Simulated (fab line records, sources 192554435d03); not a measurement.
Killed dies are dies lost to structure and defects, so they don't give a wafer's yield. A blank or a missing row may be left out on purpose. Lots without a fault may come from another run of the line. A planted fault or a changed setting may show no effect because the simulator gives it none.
One fault seen from 3 desks | flow n5_finfet | each desk has only its own numbers; what lay behind them comes last

THE DEFECT DESK
What the inspections along the route counted, lot by lot: means of the sampled wafers that have a number. A lot is out of limits, marked OUT, if its mean lies more than 4 standard deviations from the usual mean; the brackets give that distance.
Columns: A = raw_defect_count at N5_BEOL_M2_INSPECT_13, usual 381
lot  | first seen here | A
L154 | day 8 12:33     | 341
L156 | day 8 17:52     | 474
L159 | day 9 10:29     | 423
L169 | day 12 03:43    | 303
L167 | day 12 08:43    | 395
This desk's finding: nothing out of limits on any of the 5 lots.

THE METROLOGY DESK
What the gauges read, lot by lot, whatever tool the lot ran on: means of the sampled wafers that have a number. A lot is out of limits, marked OUT, if its mean lies more than 4 standard deviations from the usual mean; the brackets give that distance. Of its 12 readings 7 are shown: those that lie furthest out on some lot.
Columns: A = cd_nm at N5_BEOL_M2_CD_MEAS_11, usual 16.73 nm; B = M2_OVL at N5_BEOL_M2_OVL_MEAS_12, usual -0.3 nm; C = IOFF_P at N5_BEOL_M4_RC_MEAS_101, usual 0.21 nA/um; D = ION_N at N5_BEOL_M4_RC_MEAS_101, usual 672 uA/um; E = ION_P at N5_BEOL_M4_RC_MEAS_101, usual 461 uA/um; F = SS_P at N5_BEOL_M4_RC_MEAS_101, usual 73.2 mV/dec; G = VT_P at N5_BEOL_M4_RC_MEAS_101, usual -250 mV
lot  | first seen here | A     | B    | C    | D   | E   | F    | G
L154 | day 8 12:28     | 16.75 | -0.7 | 0.22 | 673 | 468 | 73.2 | -247
L156 | day 8 17:47     | 16.64 | -0.1 | 0.19 | 669 | 459 | 72.7 | -251
L159 | day 9 10:24     | 17.06 | -1.2 | 0.18 | 671 | 457 | 72.2 | -253
L169 | day 12 03:38    | 16.81 | -0.8 | 0.20 | 684 | 466 | 72.9 | -252
L167 | day 12 08:38    | 16.88 | 0.4  | 0.15 | 664 | 450 | 73.0 | -257
This desk's finding: nothing out of limits on any of the 5 lots.

THE TOOL OWNER'S DESK: rie_diel-06
The tool's own readings at N5_BEOL_M2_DESCUM_16 (chemistry O2, time 7 s): means of the sampled wafers that have a number, for each lot that ran on this tool. A lot is out of limits, marked OUT, if its mean lies more than 4 standard deviations from the usual mean; the brackets give that distance.
Columns: A = drypump_motor_current_A at N5_BEOL_M2_DESCUM_16, usual 5.7 A; B = oes_product_au at N5_BEOL_M2_DESCUM_16, usual 0.77 a.u.; C = rf_vpp_V at N5_BEOL_M2_DESCUM_16, usual 243.2 V; D = showerhead_plenum_p_Torr at N5_BEOL_M2_DESCUM_16, usual 2.09 Torr; E = throttle_valve_pct at N5_BEOL_M2_DESCUM_16, usual 20.49 %
lot  | first seen here | A   | B    | C     | D    | E
L156 | day 8 17:54     | 5.8 | 0.73 | 243.4 | 2.10 | 20.66
L159 | day 9 10:31     | 6.0 | 0.75 | 244.5 | 2.20 | 20.66
This desk's finding: nothing out of limits on any of the 2 lots.

PUT TOGETHER
The defect desk saw nothing out of limits.
The metrology desk saw nothing out of limits.
The tool owner's desk saw nothing out of limits.

WHAT THE SIMULATOR HAD PUT IN
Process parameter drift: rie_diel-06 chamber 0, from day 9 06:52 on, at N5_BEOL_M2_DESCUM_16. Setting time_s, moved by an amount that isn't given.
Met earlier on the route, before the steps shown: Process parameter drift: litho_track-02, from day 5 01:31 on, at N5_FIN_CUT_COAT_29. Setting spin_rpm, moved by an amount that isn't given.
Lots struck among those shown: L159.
